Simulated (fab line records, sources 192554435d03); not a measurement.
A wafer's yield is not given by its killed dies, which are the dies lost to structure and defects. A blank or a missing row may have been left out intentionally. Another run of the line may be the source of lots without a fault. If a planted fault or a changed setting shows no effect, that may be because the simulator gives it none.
fab line records | flow n5-finfet
record: lots: 24 wafers: 72 last-day: 20
route steps=1938 shown BEOL_M3@1018 BEOL_M4@1036
lots that met no fault: taken from a fault-free run of the same line
start-h: hours from the record's first day to the start of the lot's first wafer shown | wait-h: how many hours have passed since the lot's step before this one | " same as the row above | L1.1+2: several wafers, shown together as one row | - either no value or no given start | * or withheld: withheld | < > ~ a bound
route shown NAME@n: NAME is a module with steps in the file, n the number in the route of the first one | usual: average and standard deviation across the fault-free wafers | same: alike in all rows | chamber/n: place in a boat | sites: the reading at each site | _std_site: the standard deviation of these | _edge_site: inner sites' mean taken away from outer sites' mean | radius-mm: how far each site lies from the wafer's centre | mask NAME#n: copy n | behind: the tool/chamber that last shaped the wafer | hold: reason for holding the lot/hours on hold/outcome of the hold | device: which transistor (n, p or np) failed to switch | end of line: the same wafers' tests at the end of the route | a step given without rows: its recipe and nothing more | killed: dies lost to structure and defects at the first sort, not the wafer's yield | map: the dies of a wafer, with x for killed, . for not killed, _ for no die there
set.NAME: the setting the step ran with; set.NAME@STEP: the setting that earlier step ran with | model.NAME: the simulator's own value behind a step, which no gauge read
route steps across a sampled set of lots; one table per step, one row per wafer
services: a tool's chamber out of use, with start hour (start-h, from the record's first day; less than 0 if before it), hours out, and reason
== steps ==
step: N5_BEOL_M3_DEP_57
recipe: material: SiCN target-thk-a: 80 temp-c: withheld precursor: 3MS/NH3 pressure-torr: 3 rf-w: 202 time-s: 14
usual: showerhead-plenum-p-Torr: 3.671/0.017 throttle-valve-pct: 9.3/0.8
columns lot.wafer tool chamber start-h wait-h showerhead-plenum-p-Torr since-wet-clean-h throttle-valve-pct
L074.2 pecvd-02 1 167.09 0.0 3.662 1415 9.5
L074.3 " 2 " " 3.676 2140 8.7
L074.5 " 2 " " 3.692 - 8.7
L075.3 pecvd-02 0 187.95 0.0 3.682 711 9.3
L075.5 " 1 " " 3.653 - 9.3
L075.6 " 0 " " 3.685 - 9.2
L076.1 pecvd-02 2 192.25 0.0 3.683 2165 8.5
L076.4 " 2 " " 3.670 - 8.9
L076.5 " 0 " " 3.678 - 9.2
L077.1 pecvd-04 0 198.19 0.0 3.681 1265 9.2
L077.4 " 0 " " 3.682 - 9.4
L077.5 " 2 " " 3.640 - 9.0
L078.1 pecvd-02 2 198.52 0.0 3.685 2171 8.7
L078.3 " 1 " " 3.658 1446 9.5
L078.6 " 1 " " 3.666 - 9.7
L079.1 pecvd-04 0 202.43 0.0 3.688 1269 9.2
L079.4 " 1 " " 3.669 - 11.2
L079.6 " 2 " " 3.642 - 9.2
L082.2 pecvd-02 1 227.02 0.0 3.660 1475 9.5
L082.4 " 0 " " 3.679 - 9.0
L082.5 " 0 " " 3.678 - 9.2
L083.2 pecvd-04 0 229.25 0.0 3.688 1296 9.3
L083.5 " 0 " " 3.692 - 9.1
L083.6 " 1 " " 3.663 - 11.0
L081.2 pecvd-04 0 232.37 0.0 3.691 1299 9.5
L081.3 " 2 " " 3.638 545 8.8
L081.4 " 2 " " 3.643 - 8.6
L080.1 pecvd-04 0 247.56 0.0 3.689 1314 9.6
L080.3 " 2 " " 3.643 - 8.7
L080.6 " 2 " " 3.636 - 8.9
L084.1 pecvd-02 0 250.11 0.0 3.685 773 9.3
L084.4 " 2 " " 3.665 - 8.4
L084.6 " 1 " " 3.673 - 9.3
L085.1 pecvd-02 0 255.31 0.0 3.684 778 9.0
L085.2 " 2 " " 3.676 24 7.9
L085.4 " 0 " " 3.687 - 9.1
L088.1 pecvd-02 1 258.04 0.0 3.675 1506 9.3
L088.2 " 0 " " 3.683 781 9.3
L088.6 " 2 " " 3.678 - 8.1
L087.1 pecvd-01 0 267.90 0.0 3.658 1153 9.5
L087.2 " 1 " " 3.657 1878 9.1
L087.4 " 2 " " 3.665 - 8.4
L086.2 pecvd-04 1 280.21 0.0 3.666 2072 11.2
L086.4 " 1 " " 3.671 - 10.9
L086.6 " 2 " " 3.636 - 8.9
L089.1 pecvd-01 2 285.47 0.0 3.669 397 8.8
L089.2 " 0 " " 3.661 1171 9.6
L089.6 " 0 " " 3.658 - 9.3
L091.1 pecvd-04 2 292.14 0.0 3.638 605 8.8
L091.4 " 2 " " 3.648 - 9.0
L091.5 " 1 " " 3.661 - 11.0
L090.1 pecvd-04 0 296.37 0.0 3.693 1363 9.3
L090.3 " 1 " " 3.664 2088 11.1
L090.5 " 2 " " 3.649 - 8.7
L093.3 pecvd-04 0 306.60 0.0 3.702 1373 9.2
L093.4 " 1 " " 3.664 - 11.3
L093.6 " 0 " " 3.694 - 9.3
L092.1 pecvd-02 2 308.44 0.0 3.685 77 8.1
L092.3 " 0 " " 3.681 831 9.2
L092.5 " 2 " " 3.677 - 8.1
L094.4 pecvd-02 2 321.47 0.0 3.677 - 8.3
L094.5 " 0 " " 3.688 - 9.2
L094.6 " 2 " " 3.679 - 7.9
L096.2 pecvd-02 0 322.25 0.0 3.684 845 8.9
L096.3 " 0 " " 3.688 - 9.1
L096.4 " 2 " " 3.684 - 8.2
L095.2 pecvd-04 0 326.42 0.0 3.690 1393 9.0
L095.4 " 1 " " 3.670 - 11.1
L095.5 " 2 " " 3.643 - 9.0
L097.1 pecvd-02 2 326.67 0.0 3.673 95 8.4
L097.4 " 0 " " 3.693 - 9.3
L097.6 " 2 " " 3.677 - 8.0
step: N5_BEOL_M3_RS_MEAS_58
recipe: thk-meas-gauge: four-point-probe reads: Co_of_BEOL_M3_CO_CAP_55+Cu_of_BEOL_M3_ECD_50+Co_of_BEOL_M3_CVD_47+TaN_of_BEOL_M3_ALD_84
usual: M3_RS: 0.67/0.035
columns lot.wafer tool chamber start-h wait-h M3_RS[ohm/sq]
L074.2 film-metro-01 - 167.16 0.1 0.67
L074.3 " - " " 0.67
L074.5 " - " " 0.66
L075.3 film-metro-02 - 188.02 0.1 0.68
L075.5 " - " " 0.66
L075.6 " - " " 0.67
L076.1 film-metro-01 - 192.32 0.0 0.71
L076.4 " - " " 0.65
L076.5 " - " " 0.66
L077.1 film-metro-02 - 198.26 0.0 0.64
L077.4 " - " " 0.62
L077.5 " - " " 0.67
L078.1 film-metro-02 - 198.59 0.0 0.67
L078.3 " - " " 0.67
L078.6 " - " " 0.62
L079.1 film-metro-01 - 202.50 0.0 0.78
L079.4 " - " " 0.67
L079.6 " - " " 0.73
L082.2 film-metro-01 - 227.11 0.1 0.64
L082.4 " - " " 0.64
L082.5 " - " " 0.64
L083.2 film-metro-02 - 229.32 0.1 0.67
L083.5 " - " " 0.64
L083.6 " - " " 0.62
L081.2 film-metro-01 - 232.44 0.1 0.69
L081.3 " - " " 0.65
L081.4 " - " " 0.66
L080.1 film-metro-02 - 247.64 0.1 0.66
L080.3 " - " " 0.68
L080.6 " - " " 0.67
L084.1 film-metro-01 - 250.18 0.0 0.69
L084.4 " - " " 0.61
L084.6 " - " " 0.66
L085.1 film-metro-01 - 255.37 0.0 0.67
L085.2 " - " " 0.68
L085.4 " - " " 0.67
L088.1 film-metro-02 - 258.10 0.0 0.68
L088.2 " - " " 0.72
L088.6 " - " " 0.65
L087.1 film-metro-01 - 267.97 0.0 0.78
L087.2 " - " " 0.74
L087.4 " - " " 0.68
L086.2 film-metro-01 - 280.28 0.1 0.65
L086.4 " - " " 0.65
L086.6 " - " " 0.67
L089.1 film-metro-01 - 285.54 0.0 0.79
L089.2 " - " " 0.70
L089.6 " - " " 0.64
L091.1 film-metro-02 - 292.21 0.0 0.66
L091.4 " - " " 0.69
L091.5 " - " " 0.61
L090.1 film-metro-01 - 296.44 0.0 0.67
L090.3 " - " " 0.65
L090.5 " - " " 0.66
L093.3 film-metro-02 - 306.67 0.1 0.72
L093.4 " - " " 0.71
L093.6 " - " " 0.65
L092.1 film-metro-02 - 308.51 0.0 0.63
L092.3 " - " " 0.62
L092.5 " - " " 0.62
L094.4 film-metro-02 - 321.54 0.1 0.68
L094.5 " - " " 0.67
L094.6 " - " " 0.62
L096.2 film-metro-02 - 322.33 0.1 0.70
L096.3 " - " " 0.64
L096.4 " - " " 0.64
L095.2 film-metro-01 - 326.49 0.1 0.68
L095.4 " - " " 0.64
L095.5 " - " " 0.70
L097.1 film-metro-02 - 326.73 0.0 0.68
L097.4 " - " " 0.68
L097.6 " - " " 0.71
step: N5_BEOL_M4_INSPECT_13
recipe: mode: adi inspect-instrument: brightfield
usual: raw-defect-count: 432/97
columns lot.wafer tool chamber start-h wait-h raw-defect-count
L074.2 defect-inspect-02 - 168.08 0.0 462
L074.3 " - " " 613
L074.5 " - " " 393
L075.3 defect-inspect-02 - 189.32 0.0 407
L075.5 " - " " 492
L075.6 " - " " 528
L076.1 defect-inspect-02 - 193.21 0.1 440
L076.4 " - " " 430
L076.5 " - " " 426
L077.1 defect-inspect-02 - 199.59 0.1 547
L077.4 " - " " 393
L077.5 " - " " 337
L078.1 defect-inspect-02 - 202.33 0.1 274
L078.3 " - " " 340
L078.6 " - " " 321
L079.1 defect-inspect-02 - 204.00 0.1 559
L079.4 " - " " 495
L079.6 " - " " 462
L082.2 defect-inspect-02 - 228.55 0.3 540
L082.4 " - " " 388
L082.5 " - " " 599
L083.2 defect-inspect-02 - 232.81 0.0 507
L083.5 " - " " 471
L083.6 " - " " 402
L081.2 defect-inspect-02 - 233.58 0.0 449
L081.3 " - " " 711
L081.4 " - " " 526
L080.1 defect-inspect-02 - 250.16 0.1 321
L080.3 " - " " 318
L080.6 " - " " 426
L084.1 defect-inspect-02 - 251.74 0.1 431
L084.4 " - " " 480
L084.6 " - " " 311
L085.1 defect-inspect-02 - 257.51 0.1 508
L085.2 " - " " 587
L085.4 " - " " 353
L088.1 defect-inspect-02 - 260.86 0.1 434
L088.2 " - " " 506
L088.6 " - " " 540
L087.1 defect-inspect-02 - 269.37 0.1 547
L087.2 " - " " 330
L087.4 " - " " 480
L086.2 defect-inspect-02 - 283.24 0.0 413
L086.4 " - " " 311
L086.6 " - " " 538
L089.1 defect-inspect-01 - 288.15 0.1 450
L089.2 " - " " 396
L089.6 " - " " 492
L091.1 defect-inspect-01 - 293.30 0.1 456
L091.4 " - " " 384
L091.5 " - " " 412
L090.1 defect-inspect-01 - 297.50 0.1 298
L090.3 " - " " 378
L090.5 " - " " 369
L093.3 defect-inspect-02 - 308.02 0.0 451
L093.4 " - " " 448
L093.6 " - " " 407
L092.1 defect-inspect-02 - 313.23 0.1 443
L092.3 " - " " 288
L092.5 " - " " 466
L094.4 defect-inspect-02 - 323.05 0.0 356
L094.5 " - " " 296
L094.6 " - " " 421
L096.2 defect-inspect-01 - 323.75 0.0 408
L096.3 " - " " 319
L096.4 " - " " 362
L095.2 defect-inspect-02 - 329.18 0.0 390
L095.4 " - " " 368
L095.5 " - " " 366
L097.1 defect-inspect-02 - 329.40 0.1 372
L097.4 " - " " 414
L097.6 " - " " 611
step: N5_BEOL_M4_ETCH_64
recipe: chemistry: N2/H2 target: SOC target-depth-a: 750 overetch-a: 225 mask-material: SiARC temp-c: 40 time-s: 121.9 ion-energy-ev: 200 pressure-mtorr: 30 source-w: 840 bias-w: 150 n2-flow-sccm: 200 h2-flow-sccm: 200
usual: bias-w: 150.0/0.43 chamber-pressure-mTorr: 29.999/0.028 drypump-motor-current-A: 5.6/0.43 oes-product-au: 0.59/0.057 rf-vpp-V: 523.4/2.6 showerhead-plenum-p-Torr: 2.52/0.095 throttle-valve-pct: 17.80/0.28
columns lot.wafer tool chamber start-h wait-h bias-w chamber-pressure-mTorr drypump-motor-current-A oes-product-au rf-hours-counter-h rf-vpp-V showerhead-plenum-p-Torr throttle-valve-pct
L074.2 rie-diel-05 1 168.32 0.0 150.2 29.973 6.2 0.59 132 525.6 2.52 17.97
L074.3 " 3 " " 150.4 29.986 5.4 0.52 228 520.1 2.37 17.54
L074.5 " 2 " " 150.2 30.030 5.3 0.54 - 526.1 2.58 17.58
L075.3 rie-diel-01 0 189.44 0.0 150.3 29.994 6.2 0.52 238 525.1 2.59 17.89
L075.5 " 0 " " 150.2 30.028 6.2 0.52 - 527.3 2.59 17.88
L075.6 " 1 " " 150.7 30.002 5.8 0.61 - 526.2 2.69 17.74
L076.1 rie-diel-04 1 193.32 0.0 150.6 30.026 6.1 0.56 180 521.3 2.43 18.04
L076.4 " 0 " " 150.4 30.000 5.8 0.58 133 523.1 2.56 17.58
L076.5 " 1 " " 150.4 30.009 6.1 0.56 - 520.3 2.43 18.07
L077.1 rie-diel-01 3 199.70 0.0 149.7 30.004 5.0 0.59 142 520.9 2.41 17.74
L077.4 " 1 " " 150.3 30.026 5.8 0.60 116 528.9 2.69 17.76
L077.5 " 2 " " 150.2 29.944 5.1 0.54 - 523.6 2.55 18.29
L078.1 rie-diel-04 1 202.56 0.0 149.8 29.984 6.2 0.55 184 519.6 2.43 18.05
L078.3 " 3 " " 151.0 29.994 5.5 0.59 153 520.7 2.42 17.74
L078.6 " 2 " " 150.5 29.988 5.6 0.67 - 525.9 2.58 17.86
L079.1 rie-diel-01 2 204.17 0.0 149.6 30.028 5.1 0.54 207 524.3 2.55 18.27
L079.4 " 1 " " 149.8 29.988 5.8 0.60 118 526.3 2.69 17.76
L079.6 " 2 " " 150.0 30.002 5.1 0.54 - 523.8 2.55 18.28
L082.2 rie-diel-01 3 228.67 0.0 150.0 30.010 5.1 0.59 153 520.6 2.41 17.73
L082.4 " 3 " " 150.3 30.034 5.1 0.57 - 520.7 2.41 17.74
L082.5 " 2 " " 150.6 29.990 5.1 0.54 - 523.1 2.54 18.30
L083.2 rie-diel-04 0 232.93 0.0 150.1 30.010 5.8 0.58 145 524.7 2.56 17.60
L083.5 " 0 " " 149.8 29.966 5.8 0.58 - 523.7 2.56 17.59
L083.6 " 1 " " 149.5 30.003 6.1 0.55 - 520.9 2.43 18.07
L081.2 rie-diel-04 0 233.81 0.0 150.2 30.016 5.8 0.57 145 523.0 2.56 17.60
L081.3 " 2 " " 149.7 29.989 5.6 0.66 45 524.6 2.58 17.87
L081.4 " 1 " " 150.0 30.043 6.1 0.56 193 520.3 2.43 18.08
L080.1 rie-diel-04 1 250.27 0.0 150.3 29.998 6.1 0.54 199 520.0 2.42 18.08
L080.3 " 2 " " 149.6 29.980 5.6 0.65 51 523.4 2.57 17.88
L080.6 " 0 " " 150.0 30.007 5.8 0.57 - 522.9 2.56 17.61
L084.1 rie-diel-01 3 251.91 0.0 150.0 29.992 5.1 0.57 164 521.5 2.40 17.74
L084.4 " 2 " " 150.5 30.015 5.1 0.53 - 523.0 2.54 18.33
L084.6 " 1 " " 149.5 29.986 5.8 0.60 - 526.9 2.68 17.79
L085.1 rie-diel-04 0 257.69 0.0 149.7 29.982 5.8 0.57 153 522.8 2.55 17.61
L085.2 " 3 " " 150.3 29.996 5.5 0.57 170 520.8 2.42 17.76
L085.4 " 2 " " 149.6 30.032 5.6 0.64 54 525.3 2.57 17.88
L088.1 rie-diel-05 0 261.83 0.0 150.4 30.032 5.1 0.55 214 519.5 2.42 17.85
L088.2 " 1 " " 150.8 30.030 6.2 0.57 162 524.6 2.51 18.01
L088.6 " 1 " " 150.1 29.989 6.2 0.57 - 522.7 2.51 18.03
L087.1 rie-diel-05 3 269.49 0.0 150.4 30.006 5.4 0.76 1 528.3 2.68 17.06
L087.2 " 0 " " 150.0 29.997 5.1 0.54 218 519.1 2.42 17.85
L087.4 " 1 " " 150.4 30.001 6.2 0.57 - 523.7 2.51 18.03
L086.2 rie-diel-01 1 283.41 0.0 150.5 30.028 5.9 0.58 150 526.5 2.68 17.82
L086.4 " 2 " " 150.1 29.968 5.1 0.52 239 524.3 2.53 18.34
L086.6 " 2 " " 150.0 29.944 5.2 0.52 - 522.8 2.53 18.33
L089.1 rie-diel-04 3 288.26 0.0 150.2 29.995 5.5 0.56 182 520.8 2.41 17.78
L089.2 " 2 " " 149.0 29.977 5.6 0.63 68 525.1 2.57 17.91
L089.6 " 1 " " 149.0 30.035 6.2 0.54 - 521.2 2.42 18.11
L091.1 rie-diel-05 2 293.42 0.0 149.9 29.948 5.3 0.73 3 525.7 2.56 17.26
L091.4 " 3 " " 150.1 30.039 5.5 0.72 - 528.2 2.67 17.06
L091.5 " 2 " " 149.6 29.983 5.3 0.72 - 525.1 2.56 17.25
L090.1 rie-diel-01 1 297.62 0.0 150.6 30.018 5.8 0.58 156 527.2 2.67 17.81
L090.3 " 2 " " 150.5 29.997 5.2 0.52 245 521.3 2.53 18.34
L090.5 " 0 " " 150.1 29.995 6.3 0.70 - 525.6 2.58 17.45
L093.3 rie-diel-01 3 308.14 0.0 150.6 29.961 5.1 0.56 185 520.7 2.40 17.81
L093.4 " 2 " " 150.2 29.988 5.1 0.52 248 522.4 2.53 18.38
L093.6 " 0 " " 149.8 30.043 6.2 0.69 - 524.4 2.58 17.45
L092.1 rie-diel-01 0 313.34 0.0 149.4 29.999 6.3 0.68 22 524.7 2.57 17.48
L092.3 " 3 " " 150.4 30.028 5.0 0.56 187 521.4 2.40 17.77
L092.5 " 3 " " 150.8 30.022 5.0 0.56 - 520.9 2.39 17.79
L094.4 rie-diel-05 0 323.23 0.0 149.3 29.962 5.1 0.53 242 518.9 2.41 17.89
L094.5 " 1 " " 149.8 30.043 6.2 0.56 - 524.4 2.50 18.05
L094.6 " 0 " " 149.6 30.011 5.2 0.53 - 520.4 2.41 17.88
L096.2 rie-diel-04 1 323.86 0.0 149.6 30.045 6.1 0.53 227 519.5 2.41 18.13
L096.3 " 3 " " 149.5 29.952 5.5 0.55 195 519.9 2.41 17.79
L096.4 " 2 " " 150.3 29.994 5.6 0.62 81 525.0 2.56 17.94
L095.2 rie-diel-01 1 329.29 0.0 151.3 30.056 5.8 0.58 166 527.0 2.67 17.83
L095.4 " 0 " " 150.3 29.990 6.2 0.68 - 524.5 2.57 17.49
L095.5 " 3 " " 148.9 29.993 5.1 0.56 - 519.9 2.39 17.80
L097.1 rie-diel-01 3 329.52 0.0 150.0 29.965 5.0 0.56 195 520.8 2.39 17.80
L097.4 " 1 " " 150.0 30.049 5.9 0.57 - 527.4 2.67 17.85
L097.6 " 3 " " 150.1 29.940 5.1 0.56 - 519.5 2.39 17.81
step: N5_BEOL_M4_ANNEAL_93
recipe: temp-c: 400 time-s: 240 ambient: vacuum
usual: heater-power-w: 821/56 susceptor-temp-C: 400.00/0.23
columns lot.wafer tool chamber start-h wait-h heater-power-w susceptor-temp-C
L074.2 pvd-sputter-01 - 192.75 0.0 903 399.89
L074.3 " - " " 843 400.24
L074.5 " - " " 906 399.91
L075.3 pvd-sputter-03 - 216.17 0.0 777 399.65
L075.5 " - " " 835 400.46
L075.6 " - " " 800 400.24
L078.1 pvd-sputter-03 - 220.61 0.0 822 400.10
L078.3 " - " " 834 399.69
L078.6 " - " " 842 399.88
L076.1 pvd-sputter-03 - 222.45 0.0 829 400.29
L076.4 " - " " 786 399.98
L076.5 " - " " 809 400.17
L077.1 pvd-sputter-03 - 225.85 0.0 826 400.03
L077.4 " - " " 789 400.05
L077.5 " - " " 796 400.09
L079.1 pvd-sputter-03 - 235.14 0.0 898 400.11
L079.4 " - " " 793 400.16
L079.6 " - " " 823 400.08
L082.2 pvd-sputter-01 - 249.03 0.0 877 399.91
L082.4 " - " " 892 400.09
L082.5 " - " " 762 400.04
L083.2 pvd-sputter-03 - 250.61 0.0 779 400.13
L083.5 " - " " 776 400.17
L083.6 " - " " 894 400.21
L081.2 pvd-sputter-02 - 255.16 0.0 789 399.82
L081.3 " - " " 721 400.34
L081.4 " - " " 747 400.37
L080.1 pvd-sputter-01 - 260.15 0.0 897 399.90
L080.3 " - " " 775 400.09
L080.6 " - " " 826 399.97
L084.1 pvd-sputter-01 - 268.80 0.0 880 399.69
L084.4 " - " " 748 400.14
L084.6 " - " " 759 399.85
L085.1 pvd-sputter-02 - 274.24 0.0 762 399.79
L085.2 " - " " 707 400.13
L085.4 " - " " 788 400.05
L088.1 pvd-sputter-01 - 276.01 0.0 919 399.79
L088.2 " - " " 854 399.55
L088.6 " - " " 886 399.99
L087.1 pvd-sputter-01 - 286.76 0.0 762 399.72
L087.2 " - " " 864 400.24
L087.4 " - " " 919 400.40
L086.2 pvd-sputter-01 - 298.37 0.0 900 400.02
L086.4 " - " " 843 399.75
L086.6 " - " " 862 399.73
L091.1 pvd-sputter-02 - 298.46 0.0 727 400.33
L091.4 " - " " 769 399.98
L091.5 " - " " 710 399.51
L089.1 pvd-sputter-03 - 298.84 0.0 826 399.92
L089.2 " - " " 792 400.04
L089.6 " - " " 779 400.06
L093.3 pvd-sputter-02 - 315.75 0.0 871 400.03
L093.4 " - " " 767 399.81
L093.6 " - " " 717 400.45
L090.1 pvd-sputter-03 - 318.33 0.0 890 400.18
L090.3 " - " " 868 400.05
L090.5 " - " " 774 399.97
L092.1 pvd-sputter-01 - 321.94 0.0 852 399.86
L092.3 " - " " 767 400.03
L092.5 " - " " 719 400.25
L094.4 pvd-sputter-02 - 329.85 0.1 861 399.62
L094.5 " - " " 751 400.01
L094.6 " - " " 812 399.77
L096.2 pvd-sputter-03 - 337.72 0.0 784 399.99
L096.3 " - " " 807 399.99
L096.4 " - " " 881 400.11
L095.2 pvd-sputter-03 - 344.52 0.0 813 399.95
L095.4 " - " " 878 399.95
L095.5 " - " " 763 400.27
L097.1 pvd-sputter-02 - 347.78 0.0 801 400.33
L097.4 " - " " 708 399.65
L097.6 " - " " 848 399.97
step: N5_BEOL_M4_CMP_52
recipe: stop-on: SiOC t-overpolish-s: 6.8 down-force-psi: 1 platen-rpm: 50 clearing-platen-down-force-psi: 1.5 clearing-platen-rpm: 50 post-cmp-clean: cu-alkaline target-thk-nm: 40 clearing-platen-pad-velocity-m-s: 0.99484 pad-velocity-m-s: 0.99484
usual: barrier-field-endpoint-s: 24.7/0.89 motor-current-A: 6.1/0.53 overpolish-run-s: 6.800/0.0087 slurry-flow-ml-min: 149.9/0.54 time-to-endpoint-s: 63/4.3
columns lot.wafer tool chamber start-h wait-h barrier-field-endpoint-s motor-current-A overpolish-run-s slurry-flow-ml-min time-to-endpoint-s
L074.3 cmp-03 0 193.64 0.2 24.5 6.2 6.815 150.7 62
L074.2 " 2 " " 23.2 6.3 6.813 150.5 57
L074.5 " 3 " " 25.2 6.4 6.801 150.6 63
L075.3 cmp-01 0 217.14 0.3 23.4 7.3 6.807 149.8 61
L075.5 " 1 " " 23.5 5.8 6.802 148.5 54
L075.6 " 2 " " 24.4 6.3 6.801 150.3 62
L078.1 cmp-04 0 221.51 0.3 24.7 6.3 6.793 149.5 66
L078.3 " 2 " " 24.8 5.3 6.791 150.2 65
L078.6 " 3 " " 25.6 6.0 6.788 149.9 72
L076.1 cmp-01 3 223.38 0.3 25.4 5.5 6.786 150.5 64
L076.4 " 0 " " 25.3 6.6 6.786 150.1 59
L076.5 " 1 " " 24.1 5.5 6.812 149.6 54
L077.4 cmp-04 2 226.98 0.2 24.8 5.4 6.803 149.7 61
L077.1 " 3 " " 26.1 6.8 6.804 149.3 70
L077.5 " 2 " " 25.1 5.2 6.795 148.5 62
L079.4 cmp-01 2 236.00 0.1 24.0 6.0 6.801 150.0 61
L079.1 " 3 " " 24.7 5.7 6.807 150.0 63
L079.6 " 2 " " 24.7 6.3 6.785 150.4 62
L082.4 cmp-01 0 249.89 0.1 24.2 7.1 6.791 149.2 59
L082.2 " 2 " " 24.2 5.7 6.794 150.1 60
L082.5 " 0 " " 24.8 6.6 6.799 149.7 65
L083.2 cmp-03 3 251.52 0.3 25.1 6.4 6.793 149.8 64
L083.5 " 2 " " 24.1 6.1 6.798 148.8 56
L083.6 " 3 " " 25.8 6.5 6.792 149.3 63
L081.4 cmp-04 1 256.26 0.1 25.1 6.9 6.789 149.2 62
L081.3 " 3 " " 26.4 6.6 6.796 149.9 69
L081.2 " 0 " " 25.8 6.3 6.809 150.3 65
L080.1 cmp-01 3 261.05 0.3 24.2 5.7 6.786 150.1 65
L080.3 " 0 " " 23.3 6.8 6.805 150.0 59
L080.6 " 2 " " 23.8 6.1 6.801 149.3 59
L084.4 cmp-03 1 269.65 0.1 24.7 6.1 6.802 150.5 66
L084.1 " 3 " " 24.5 6.0 6.802 149.7 68
L084.6 " 1 " " 25.5 6.3 6.809 150.2 70
L085.4 cmp-04 1 275.12 0.1 25.4 6.9 6.805 150.2 62
L085.1 " 3 " " 25.6 6.4 6.815 149.4 67
L085.2 " 0 " " 24.9 6.0 6.799 150.2 62
L088.2 cmp-03 0 276.96 0.2 24.9 6.6 6.805 150.3 62
L088.1 " 1 " " 25.4 6.0 6.795 149.8 68
L088.6 " 0 " " 25.1 6.2 6.797 150.8 65
L087.4 cmp-04 2 287.61 0.1 25.8 5.3 6.805 150.1 66
L087.1 " 3 " " 26.6 6.2 6.802 150.3 70
L087.2 " 0 " " 25.3 5.8 6.800 150.5 66
L086.2 cmp-03 3 299.22 0.2 25.2 6.1 6.789 150.4 63
L086.4 " 1 " " 25.5 6.2 6.813 150.3 65
L086.6 " 3 " " 24.3 6.0 6.796 150.2 62
L091.1 cmp-01 2 299.31 0.3 25.5 5.9 6.805 150.2 64
L091.4 " 3 " " 25.2 6.0 6.788 149.6 66
L091.5 " 2 " " 24.6 6.2 6.791 149.4 62
L089.2 cmp-04 3 299.71 0.2 26.5 6.6 6.804 150.3 72
L089.1 " 2 " " 25.3 5.3 6.806 149.7 67
L089.6 " 3 " " 26.1 6.6 6.804 149.8 71
L093.4 cmp-01 0 316.60 0.1 25.1 7.1 6.811 150.0 62
L093.3 " 1 " " 23.8 5.4 6.797 150.3 55
L093.6 " 0 " " 25.3 6.3 6.787 150.1 62
L090.1 cmp-01 0 319.64 0.3 24.1 7.4 6.808 150.1 60
L090.3 " 1 " " 22.5 5.5 6.812 149.7 55
L090.5 " 2 " " 24.0 6.1 6.810 150.0 60
L092.1 cmp-04 3 323.09 0.3 25.9 6.5 6.810 149.5 71
L092.3 " 0 " " 26.0 6.2 6.797 150.3 69
L092.5 " 2 " " 24.8 5.1 6.801 149.4 69
L094.4 cmp-01 3 330.75 0.2 24.6 5.3 6.818 151.0 63
L094.6 " 0 " " 24.1 7.1 6.789 151.4 61
L094.5 " 1 " " 23.7 5.6 6.774 148.8 56
L096.2 cmp-01 1 338.57 0.2 23.6 5.5 6.805 149.6 58
L096.3 " 3 " " 25.6 5.6 6.801 149.7 68
L096.4 " 0 " " 24.3 7.0 6.809 149.7 61
L095.2 cmp-01 2 345.41 0.2 24.2 6.3 6.803 149.4 65
L095.4 " 3 " " 24.9 5.6 6.804 150.1 66
L095.5 " 1 " " 23.2 5.2 6.810 150.3 55
L097.1 cmp-03 0 348.73 0.3 24.7 6.2 6.795 150.2 61
L097.4 " 1 " " 25.9 6.3 6.803 149.5 68
L097.6 " 2 " " 25.1 6.2 6.793 150.0 62
== services ==
columns tool chamber start-h hours kind
cmp-01 - 143.49 16.2 pm
pvd-sputter-01 - 155.50 4.5 repair
pecvd-04 - 162.72 5.5 pm
rie-diel-01 2 171.91 16.9 repair
cmp-04 - 177.98 9.0 pm
pecvd-02 - 189.15 0.8 pm
pecvd-01 - 194.92 1.3 repair
rie-diel-04 2 196.85 3.7 repair
cmp-03 - 204.67 4.0 pm
pecvd-02 1 206.22 2.9 repair
cmp-03 - 216.66 0.9 repair
cmp-01 - 217.37 1.1 repair
pvd-sputter-01 - 219.23 4.0 repair
cmp-03 - 244.00 1.0 repair
rie-diel-04 0 268.44 10.6 repair
cmp-01 - 269.12 8.4 pm
pecvd-02 - 270.32 28.1 pm
rie-diel-04 3 273.77 2.0 repair
cmp-01 - 278.95 0.5 repair
rie-diel-05 1 286.76 30.4 repair
pecvd-01 - 295.80 14.6 pm
rie-diel-01 1 313.20 6.2 repair
cmp-01 - 325.02 0.8 repair
cmp-04 - 346.47 12.1 pm
== key ==
fault none
